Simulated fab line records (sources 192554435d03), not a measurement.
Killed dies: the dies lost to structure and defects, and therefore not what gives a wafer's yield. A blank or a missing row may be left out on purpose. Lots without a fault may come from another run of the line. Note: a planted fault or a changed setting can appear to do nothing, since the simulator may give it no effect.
Split-lot study + flow n5 finfet + on a route of 1938 steps: 7 lots, 39 wafers read

## SPLIT DETAILS
At N5_SD_EPI_N_ETCH_45 (etches SiOCN in CH3F/O2, target depth 6 nm), the setting target depth a was moved away from the recipe's 60 angstrom on 12 of the 39 wafers read, by -12.7% to +12.0%. All remaining wafers had this setting at the recipe value.

The reading is taken at the split's own step.

## THE READING
etch.depth nm (the simulator's own value, which no gauge read), in nm, at N5_SD_EPI_N_ETCH_45 (etches SiOCN in CH3F/O2, target depth 6 nm). The file does not state a usual value for it. Here, 27 wafers ran the recipe; their average is 5.939 nm with a standard deviation of 0.07 nm.

| wafer  | tool, chamber at the split | target depth a as run, angstrom | against the recipe | etch.depth nm, nm | against lot-mates on the recipe |
|--------|----------------------------|---------------------------------|--------------------|-------------------|---------------------------------|
| L074.1 | rie diel-04, 0             | 60                              | recipe             | 5.998             | -                               |
| L074.2 | rie diel-04, 1             | 60                              | recipe             | 5.893             | -                               |
| L074.3 | rie diel-04, 3             | 65.34                           | +8.9%              | 6.494             | +0.503                          |
| L074.4 | rie diel-04, 2             | 65.34                           | +8.9%              | 6.596             | +0.605                          |
| L074.5 | rie diel-04, 3             | 65.34                           | +8.9%              | 6.416             | +0.425                          |
| L074.6 | rie diel-04, 2             | 60                              | recipe             | 6.082             | -                               |
| L077.1 | rie diel-04, 2             | 55.57                           | -7.4%              | 5.589             | -0.306                          |
| L077.2 | rie diel-04, 1             | 55.57                           | -7.4%              | 5.436             | -0.459                          |
| L077.3 | rie diel-04, 0             | 60                              | recipe             | 5.956             | -                               |
| L077.4 | rie diel-04, 3             | 55.57                           | -7.4%              | 5.411             | -0.484                          |
| L077.5 | rie diel-04, 3             | 60                              | recipe             | 5.838             | -                               |
| L077.6 | rie diel-04, 0             | 60                              | recipe             | 5.89              | -                               |
| L081.1 | rie diel-01, 0             | 60                              | recipe             | 5.952             | -                               |
| L081.2 | rie diel-01, 1             | 60                              | recipe             | 6.039             | -                               |
| L081.3 | rie diel-01, 2             | 60                              | recipe             | 5.818             | -                               |
| L081.4 | rie diel-01, 3             | 60                              | recipe             | 5.93              | -                               |
| L081.5 | rie diel-01, 3             | 60                              | recipe             | 5.942             | -                               |
| L081.6 | rie diel-01, 0             | 60                              | recipe             | 5.969             | -                               |
| L084.1 | rie diel-04, 2             | 60                              | recipe             | 6.03              | -                               |
| L084.4 | rie diel-04, 3             | 60                              | recipe             | 5.81              | -                               |
| L084.6 | rie diel-04, 0             | 60                              | recipe             | 5.881             | -                               |
| L085.1 | rie diel-04, 1             | 60                              | recipe             | 5.907             | -                               |
| L085.2 | rie diel-04, 2             | 67.21                           | +12.0%             | 6.785             | +0.830                          |
| L085.3 | rie diel-04, 0             | 67.21                           | +12.0%             | 6.632             | +0.677                          |
| L085.4 | rie diel-04, 3             | 60                              | recipe             | 5.882             | -                               |
| L085.5 | rie diel-04, 3             | 67.21                           | +12.0%             | 6.542             | +0.587                          |
| L085.6 | rie diel-04, 2             | 60                              | recipe             | 6.075             | -                               |
| L091.1 | rie diel-01, 0             | 60                              | recipe             | 5.95              | -                               |
| L091.2 | rie diel-01, 3             | 60                              | recipe             | 5.904             | -                               |
| L091.3 | rie diel-01, 2             | 52.35                           | -12.7%             | 5.16              | -0.773                          |
| L091.4 | rie diel-01, 2             | 52.35                           | -12.7%             | 5.16              | -0.773                          |
| L091.5 | rie diel-01, 0             | 60                              | recipe             | 5.946             | -                               |
| L091.6 | rie diel-01, 3             | 52.35                           | -12.7%             | 5.122             | -0.811                          |
| L095.1 | rie diel-01, 1             | 60                              | recipe             | 6.031             | -                               |
| L095.2 | rie diel-01, 3             | 60                              | recipe             | 5.913             | -                               |
| L095.3 | rie diel-01, 0             | 60                              | recipe             | 5.934             | -                               |
| L095.4 | rie diel-01, 1             | 60                              | recipe             | 6.002             | -                               |
| L095.5 | rie diel-01, 0             | 60                              | recipe             | 5.896             | -                               |
| L095.6 | rie diel-01, 3             | 60                              | recipe             | 5.894             | -                               |

THE FIT
A straight line over all 39 wafers: etch.depth nm changes by +0.0615 nm for each +1% of target depth a; r = +0.98; the points scatter about the line by 0.074 nm.
The same after taking each lot's own level away (the mean of its wafers on the recipe; 39 wafers): +0.0591 nm for each +1%; r = +0.98; scatter 0.071 nm.
According to that fit, moving target depth a by its largest amount changes the reading by 0.75 nm.
Across the lots, their own levels run from 5.8947 to 5.9910 nm, a range of 1.4 times the standard deviation given above.
The two slopes are in agreement: the lot-to-lot level therefore moves the slope only a little.
Check: for one of the wafers moved furthest among these (-12.7%), held out of the fit, the line's prediction against its lot-mates is -0.753 nm. Against them it came out at -0.773 nm.

## THE OTHER SPLITS THESE WAFERS WENT THROUGH
Other splits were also applied to these wafers ahead of the reading. Each is held against what the fit with the lots' levels taken away leaves over:
| other split on the same wafers | wafers away from the commonest value | r with etch.depth nm (lot level and that fit taken away) |
|--------------------------------|--------------------------------------|----------------------------------------------------------|
| N5_DUMMY_GATE_ETCH_37 source w | 12                                   | +0.25                                                    |
| N5_DUMMY_GATE_ETCH_32 time s   | 12                                   | -0.21                                                    |
| N5_DUMMY_GATE_ETCH_42 bias w   | 15                                   | -0.12                                                    |

## THE FILE'S OWN FIT
etch.depth nm changes by +0.0591 nm for each +1% of target depth a, r = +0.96.
